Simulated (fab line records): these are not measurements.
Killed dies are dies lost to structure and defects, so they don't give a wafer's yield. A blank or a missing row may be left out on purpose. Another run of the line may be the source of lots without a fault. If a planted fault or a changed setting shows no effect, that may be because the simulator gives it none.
Which tool was responsible?	flow n5-finfet	20 lots with 60 wafers sampled at 6 steps, on a route of 1938 steps

## WHAT THE GAUGES SHOWED, per wafer
No reading from a measuring or inspecting step in the record can be judged against a usual standard deviation.

## WHICH TOOL RAN EACH LOT (tool, then ch and the chambers of the sampled wafers, then the start)
lot	N5_BEOL_M0_CUTY_DESCUM_61	N5_BEOL_M0_STRIP_140	N5_BEOL_M0_SURFACE_TREAT_137	N5_BEOL_M1_DESCUM_16	N5_BEOL_M1_ETCH_70	N5_BEOL_M1_STRIP_97
L076	rie-diel-06 ch 1,3, day 6 07:43	rie-diel-06 ch 0,1,2, day 6 12:38	pvd-sputter-01, day 6 14:07	rie-diel-04 ch 0,3, day 6 19:20	rie-diel-04 ch 0,1,2, day 6 21:44	rie-diel-04 ch 0,1,2, no start
L078	rie-diel-06 ch 1,2,3, day 6 13:59	rie-diel-06 ch 0,1,3, day 6 14:29	pvd-sputter-02, day 6 15:51	rie-diel-05 ch 0,2,3, day 6 20:17	rie-diel-02 ch 0,1,2, day 6 22:01	rie-diel-02 ch 0,1,2, no start
L080	rie-diel-01 ch 0,3, day 7 07:28	rie-diel-06 ch 0,1,3, day 7 10:30	pvd-sputter-03, day 7 12:40	rie-diel-04 ch 0,1,3, day 7 16:02	rie-diel-04 ch 1,2,3, day 7 22:50	rie-diel-04 ch 1,2,3, no start
L081	rie-diel-03 ch 1,2,3, day 7 10:50	rie-diel-03 ch 0,2, day 7 11:30	pvd-sputter-03, day 7 13:17	rie-diel-02 ch 1,2, day 7 17:41	rie-diel-02 ch 0,1,2, day 7 19:15	rie-diel-02 ch 0,1,2, no start
L082	rie-diel-06 ch 2,3, day 7 17:31	rie-diel-06 ch 1,3, day 7 19:11	pvd-sputter-01, day 7 20:48	rie-diel-04 ch 0,1,2, day 8 00:13	rie-diel-04 ch 0,1,3, day 8 02:11	rie-diel-04 ch 0,1,3, no start
L083	rie-diel-01 ch 0,2,3, day 8 06:26	rie-diel-01 ch 0,1,2, day 8 06:56	pvd-sputter-01, day 8 08:44	rie-diel-05 ch 0,1,2, day 8 11:23	rie-diel-02 ch 0,1,2, day 8 13:02	rie-diel-02 ch 0,1,2, no start
L084	rie-diel-03 ch 1,2, day 8 09:05	rie-diel-01 ch 1,2, day 8 09:46	pvd-sputter-02, day 8 11:12	rie-diel-05 ch 2,3, day 8 14:17	rie-diel-04 ch 1,3, day 8 17:49	rie-diel-04 ch 1,3, no start
L085	rie-diel-01 ch 0,2,3, day 8 12:50	rie-diel-06 ch 0,2,3, day 8 13:52	pvd-sputter-03, day 8 17:19	rie-diel-02 ch 2,3, day 8 19:49	rie-diel-05 ch 1,2, day 9 01:43	rie-diel-05 ch 1,2, no start
L086	rie-diel-03 ch 1,2,3, day 9 00:17	rie-diel-06 ch 1,2, day 9 01:58	pvd-sputter-01, day 9 04:56	rie-diel-02 ch 0,2,3, day 9 07:52	rie-diel-02 ch 0,1, day 9 09:06	rie-diel-02 ch 0,1, no start
L087	rie-diel-06 ch 1,3, day 9 03:03	rie-diel-06 ch 2,3, day 9 05:30	pvd-sputter-02, day 9 09:45	rie-diel-04 ch 0,1,2, day 9 12:34	rie-diel-05 ch 0,1,2, day 9 19:43	rie-diel-05 ch 0,1,2, no start
L088	rie-diel-06 ch 2,3, day 9 12:46	rie-diel-06 ch 2,3, day 9 13:19	pvd-sputter-03, day 9 15:31	rie-diel-05 ch 0,1,3, day 9 18:43	rie-diel-02 ch 1,2,3, day 10 00:55	rie-diel-02 ch 1,2,3, no start
L089	rie-diel-01 ch 0,2,3, day 9 16:31	rie-diel-01 ch 1,2, day 9 20:03	pvd-sputter-01, day 9 21:10	rie-diel-05 ch 0,2,3, day 10 01:56	rie-diel-02 ch 0,1,3, day 10 03:38	rie-diel-02 ch 0,1,3, no start
L090	rie-diel-01 ch 0,1,2, day 9 23:36	rie-diel-01 ch 0,1,2, day 10 00:58	pvd-sputter-02, day 10 02:33	rie-diel-04 ch 0,1,3, day 10 07:32	rie-diel-02 ch 0,2,3, day 10 08:42	rie-diel-02 ch 0,2,3, no start
L091	rie-diel-01 ch 0,3, day 10 03:52	rie-diel-03 ch 2,3, day 10 06:35	pvd-sputter-03, day 10 08:13	rie-diel-02 ch 0,2,3, day 10 11:59	rie-diel-02 ch 0,3, day 10 15:52	rie-diel-02 ch 0,3, no start
L092	rie-diel-06 ch 0,3, day 10 06:26	rie-diel-01 ch 0,2,3, day 10 07:55	pvd-sputter-01, day 10 09:07	rie-diel-04 ch 0,2,3, day 10 12:28	rie-diel-04 ch 0,3, day 10 17:59	rie-diel-04 ch 0,3, no start
L093	rie-diel-01 ch 0,3, day 10 08:40	rie-diel-03 ch 0,2,3, day 10 09:17	pvd-sputter-03, day 10 10:36	rie-diel-02 ch 1,2, day 10 14:46	rie-diel-04 ch 0,3, day 10 23:05	rie-diel-04 ch 0,3, no start
L094	rie-diel-03 ch 0,1,3, day 10 20:22	rie-diel-03 ch 0,1,3, day 10 23:08	pvd-sputter-02, day 11 00:29	rie-diel-04 ch 0,2,3, day 11 03:33	rie-diel-02 ch 0,2,3, day 11 05:40	rie-diel-02 ch 0,2,3, no start
L095	rie-diel-01 ch 2,3, day 11 00:35	rie-diel-03 ch 0,2, day 11 02:22	pvd-sputter-02, day 11 03:48	rie-diel-04 ch 0,1,3, day 11 07:32	rie-diel-02 ch 0,2,3, day 11 09:12	rie-diel-02 ch 0,2,3, no start
L096	rie-diel-01 ch 1,2, day 11 07:32	rie-diel-03 ch 1,2,3, day 11 09:05	pvd-sputter-01, day 11 13:46	rie-diel-05 ch 0,2,3, day 11 16:41	rie-diel-02 ch 1,3, day 11 19:14	rie-diel-02 ch 1,3, no start
L097	rie-diel-03 ch 1,2, day 11 13:46	rie-diel-06 ch 0,3, day 11 14:21	pvd-sputter-02, day 11 15:58	rie-diel-04 ch 0,1,2, day 11 20:12	rie-diel-05 ch 0,2, day 11 22:34	rie-diel-05 ch 0,2, no start
- N5_BEOL_M0_CUTY_DESCUM_61: chemistry O2, time 7.9 s.
- N5_BEOL_M0_STRIP_140: strips in CF4.
- N5_BEOL_M0_SURFACE_TREAT_137
- N5_BEOL_M1_DESCUM_16: chemistry O2, time 7 s.
- N5_BEOL_M1_ETCH_70: etches SOC in N2/H2, target depth 80 nm, overetch 16 nm, time 120 s.
- N5_BEOL_M1_STRIP_97: strips in N2/H2, time 10 s.

## AS READ BY THE TOOLS THEMSELVES (means over the sampled wafers that have a number; for cases with no such wafer, the mark the record gives instead)
N5_BEOL_M0_CUTY_DESCUM_61. Usual: drypump-motor-current-A 5.5 A, standard deviation 0.51; oes-product-au 0.79 a.u., standard deviation 0.071; rf-vpp-V 243.3 V, standard deviation 1.4; showerhead-plenum-p-Torr 2.10 Torr, standard deviation 0.075; throttle-valve-pct 20.47 %, standard deviation 0.22.
lot	tool	drypump-motor-current-A (A)	oes-product-au (a.u.)	rf-vpp-V (V)	showerhead-plenum-p-Torr (Torr)	throttle-valve-pct (%)	flag
L076	rie-diel-06	5.2	0.83	242.6	2.11	20.40	
L078	rie-diel-06	5.1	0.82	243.4	2.07	20.41	
L080	rie-diel-01	5.9	0.77	243.2	2.12	20.47	
L081	rie-diel-03	5.5	0.84	242.5	2.06	20.38	
L082	rie-diel-06	5.0	0.82	242.5	2.04	20.31	
L083	rie-diel-01	5.8	0.78	244.4	2.16	20.51	
L084	rie-diel-03	5.1	0.77	242.0	2.02	20.27	
L085	rie-diel-01	5.8	0.78	244.8	2.16	20.51	
L086	rie-diel-03	5.5	0.81	242.8	2.05	20.40	
L087	rie-diel-06	5.2	0.81	243.5	2.10	20.44	
L088	rie-diel-06	5.0	0.80	242.0	2.03	20.34	
L089	rie-diel-01	5.7	0.78	243.9	2.16	20.52	
L090	rie-diel-01	5.5	0.80	243.5	2.10	20.54	
L091	rie-diel-01	5.9	0.75	243.7	2.12	20.52	
L092	rie-diel-06	5.0	0.75	243.6	2.11	20.51	
L093	rie-diel-01	5.9	0.75	243.3	2.11	20.50	
L094	rie-diel-03	5.6	0.79	243.2	2.11	20.46	
L095	rie-diel-01	6.0	0.80	245.3	2.20	20.39	
L096	rie-diel-01	5.5	0.85	244.4	2.09	20.44	
L097	rie-diel-03	5.5	0.72	241.3	1.99	20.47	

N5_BEOL_M0_STRIP_140. Usual: drypump-motor-current-A 5.4 A, standard deviation 0.48; oes-product-au 0.78 a.u., standard deviation 0.067; power-w 300.0 W, standard deviation 0.82; rf-vpp-V 271.1 V, standard deviation 1.7; showerhead-plenum-p-Torr 1.80 Torr, standard deviation 0.06; throttle-valve-pct 13.58 %, standard deviation 0.26.
lot	tool	drypump-motor-current-A (A)	oes-product-au (a.u.)	power-w (W)	rf-vpp-V (V)	showerhead-plenum-p-Torr (Torr)	throttle-valve-pct (%)	flag
L076	rie-diel-06	5.2	0.77	300.1	272.8	1.81	13.64	
L078	rie-diel-06	5.1	0.79	299.4	272.8	1.81	13.50	
L080	rie-diel-06	5.1	0.78	300.2	271.6	1.81	13.52	
L081	rie-diel-03	6.1	0.70	300.7	271.4	1.82	13.87	
L082	rie-diel-06	5.2	0.80	300.4	271.0	1.79	13.45	
L083	rie-diel-01	5.5	0.82	299.9	271.9	1.81	13.67	
L084	rie-diel-01	5.3	0.84	300.1	272.4	1.84	13.64	
L085	rie-diel-06	5.0	0.77	299.3	271.4	1.77	13.57	
L086	rie-diel-06	5.3	0.78	300.0	270.7	1.79	13.61	
L087	rie-diel-06	5.1	0.79	299.1	269.7	1.73	13.51	
L088	rie-diel-06	5.1	0.78	301.1	269.0	1.73	13.50	
L089	rie-diel-01	5.3	0.81	300.2	272.5	1.84	13.67	
L090	rie-diel-01	5.5	0.79	300.8	270.4	1.81	13.71	
L091	rie-diel-03	5.8	0.82	300.4	270.8	1.79	13.62	
L092	rie-diel-01	5.7	0.77	300.2	271.3	1.85	13.70	
L093	rie-diel-03	5.9	0.75	299.2	271.3	1.80	13.76	
L094	rie-diel-03	5.6	0.78	300.2	271.3	1.80	13.54	
L095	rie-diel-03	6.1	0.68	299.8	270.2	1.81	13.92	
L096	rie-diel-03	5.4	0.78	300.4	270.0	1.75	13.55	
L097	rie-diel-06	5.0	0.76	299.8	271.2	1.77	13.48	

N5_BEOL_M0_SURFACE_TREAT_137. Usual: ar-flow-sccm at 29.98 sccm, with a standard deviation of 0.091.
lot	tool	ar-flow-sccm (sccm)	flag
L076	pvd-sputter-01	30.06	
L078	pvd-sputter-02	29.98	
L080	pvd-sputter-03	30.01	
L081	pvd-sputter-03	30.03	
L082	pvd-sputter-01	30.00	
L083	pvd-sputter-01	30.02	
L084	pvd-sputter-02	30.00	
L085	pvd-sputter-03	30.04	
L086	pvd-sputter-01	30.08	
L087	pvd-sputter-02	29.98	
L088	pvd-sputter-03	29.91	
L089	pvd-sputter-01	30.01	
L090	pvd-sputter-02	30.00	
L091	pvd-sputter-03	29.97	
L092	pvd-sputter-01	30.01	
L093	pvd-sputter-03	29.99	
L094	pvd-sputter-02	29.83	
L095	pvd-sputter-02	29.92	
L096	pvd-sputter-01	30.04	
L097	pvd-sputter-02	29.97	

N5_BEOL_M1_DESCUM_16. Usual: drypump-motor-current-A 5.8 A, standard deviation 0.44; oes-product-au 0.77 a.u., standard deviation 0.075; rf-vpp-V 243.1 V, standard deviation 1.2; showerhead-plenum-p-Torr 2.09 Torr, standard deviation 0.063; throttle-valve-pct 20.48 %, standard deviation 0.2.
lot	tool	drypump-motor-current-A (A)	oes-product-au (a.u.)	rf-vpp-V (V)	showerhead-plenum-p-Torr (Torr)	throttle-valve-pct (%)	flag
L076	rie-diel-04	5.2	0.72	242.3	2.01	20.37	
L078	rie-diel-05	5.8	0.79	243.5	2.11	20.42	
L080	rie-diel-04	5.2	0.76	242.4	2.07	20.38	
L081	rie-diel-02	6.1	0.77	243.5	2.08	20.74	
L082	rie-diel-04	5.5	0.78	243.1	2.07	20.50	
L083	rie-diel-05	5.9	0.75	244.0	2.15	20.44	
L084	rie-diel-05	5.9	0.76	243.5	2.08	20.42	
L085	rie-diel-02	6.1	0.72	242.8	2.14	20.47	
L086	rie-diel-02	6.0	0.72	243.3	2.10	20.48	
L087	rie-diel-04	5.5	0.77	244.2	2.07	20.52	
L088	rie-diel-05	6.2	0.76	244.0	2.10	20.51	
L089	rie-diel-05	5.8	0.77	242.8	2.11	20.45	
L090	rie-diel-04	5.2	0.85	242.3	2.06	20.27	
L091	rie-diel-02	6.0	0.71	244.3	2.10	20.49	
L092	rie-diel-04	5.5	0.81	242.7	2.04	20.35	
L093	rie-diel-02	6.1	0.74	242.8	2.07	20.76	
L094	rie-diel-04	5.6	0.79	242.6	2.04	20.36	
L095	rie-diel-04	5.2	0.85	242.1	2.06	20.29	
L096	rie-diel-05	5.8	0.75	243.4	2.10	20.48	
L097	rie-diel-04	5.5	0.76	242.4	2.06	20.54	

N5_BEOL_M1_ETCH_70. Usual: drypump-motor-current-A 5.8 A, standard deviation 0.39; oes-product-au 0.58 a.u., standard deviation 0.047; rf-vpp-V 523.5 V, standard deviation 2; showerhead-plenum-p-Torr 2.53 Torr, standard deviation 0.07; throttle-valve-pct 17.86 %, standard deviation 0.22.
lot	tool	drypump-motor-current-A (A)	oes-product-au (a.u.)	rf-vpp-V (V)	showerhead-plenum-p-Torr (Torr)	throttle-valve-pct (%)	flag
L076	rie-diel-04	5.6	0.61	523.1	2.52	17.84	
L078	rie-diel-02	6.1	0.58	524.2	2.54	18.01	
L080	rie-diel-04	5.6	0.59	524.4	2.54	17.74	
L081	rie-diel-02	6.0	0.57	524.1	2.54	18.02	
L082	rie-diel-04	5.3	0.59	523.5	2.51	17.72	
L083	rie-diel-02	6.0	0.57	523.5	2.54	18.03	
L084	rie-diel-04	5.3	0.58	524.2	2.53	17.62	
L085	rie-diel-05	6.0	0.53	526.5	2.63	17.83	
L086	rie-diel-02	5.9	0.58	522.1	2.47	18.13	
L087	rie-diel-05	5.9	0.57	525.5	2.61	17.85	
L088	rie-diel-02	6.1	0.56	523.6	2.53	17.98	
L089	rie-diel-02	5.9	0.57	521.9	2.49	18.00	
L090	rie-diel-02	6.0	0.55	525.1	2.55	17.91	
L091	rie-diel-02	5.9	0.54	523.4	2.50	17.86	
L092	rie-diel-04	5.3	0.61	520.4	2.44	17.65	
L093	rie-diel-04	5.3	0.67	521.7	2.47	17.38	
L094	rie-diel-02	6.0	0.55	523.8	2.54	17.93	
L095	rie-diel-02	6.0	0.55	524.5	2.54	17.93	
L096	rie-diel-02	5.9	0.55	522.8	2.48	17.92	
L097	rie-diel-05	5.8	0.59	525.2	2.59	17.89	

N5_BEOL_M1_STRIP_97. Usual: drypump-motor-current-A 5.8 A, standard deviation 0.39; oes-product-au 0.75 a.u., standard deviation 0.066; rf-vpp-V 59.1 V, standard deviation 0.83; showerhead-plenum-p-Torr 2.52 Torr, standard deviation 0.07; throttle-valve-pct 23.64 %, standard deviation 0.29.
lot	tool	drypump-motor-current-A (A)	oes-product-au (a.u.)	rf-vpp-V (V)	showerhead-plenum-p-Torr (Torr)	throttle-valve-pct (%)	flag
L076	rie-diel-04	5.6	0.80	59.4	2.52	23.56	
L078	rie-diel-02	6.0	0.77	58.5	2.54	23.87	
L080	rie-diel-04	5.6	0.78	58.5	2.54	23.45	
L081	rie-diel-02	6.0	0.75	57.8	2.53	23.88	
L082	rie-diel-04	5.2	0.77	59.2	2.50	23.44	
L083	rie-diel-02	6.0	0.74	60.1	2.53	23.89	
L084	rie-diel-04	5.3	0.75	59.7	2.52	23.33	
L085	rie-diel-05	6.0	0.69	59.6	2.63	23.63	
L086	rie-diel-02	5.9	0.76	58.6	2.47	24.02	
L087	rie-diel-05	5.9	0.73	59.4	2.61	23.66	
L088	rie-diel-02	6.0	0.73	59.0	2.53	23.84	
L089	rie-diel-02	5.9	0.73	59.4	2.48	23.86	
L090	rie-diel-02	6.0	0.71	59.7	2.54	23.72	
L091	rie-diel-02	5.9	0.71	59.2	2.50	23.68	
L092	rie-diel-04	5.2	0.79	58.7	2.44	23.34	
L093	rie-diel-04	5.3	0.88	59.4	2.46	23.06	
L094	rie-diel-02	6.0	0.71	59.6	2.54	23.74	
L095	rie-diel-02	6.0	0.71	59.6	2.54	23.73	
L096	rie-diel-02	5.9	0.72	58.8	2.48	23.80	
L097	rie-diel-05	5.8	0.77	59.1	2.58	23.72	

## THE ANSWER, worked out from the rows above alone
Rule: a lot counts as off when the mean over its wafers that have a number is more than 3 standard deviations away from the usual mean. A lot without any number at a reading at which 4 lots or more have one is off too. All remaining lots with rows at the step are treated as sound. First the gauges in route order, then the tools' own readings, where a lot's mean is used as printed above. The first step at which some lot is off is used, and at that step the reading that is off furthest; a lot without a number counts as furthest.
None of the lots is off at any reading shown; this tells nothing.

## WHAT THE SIMULATOR HAD INSERTED
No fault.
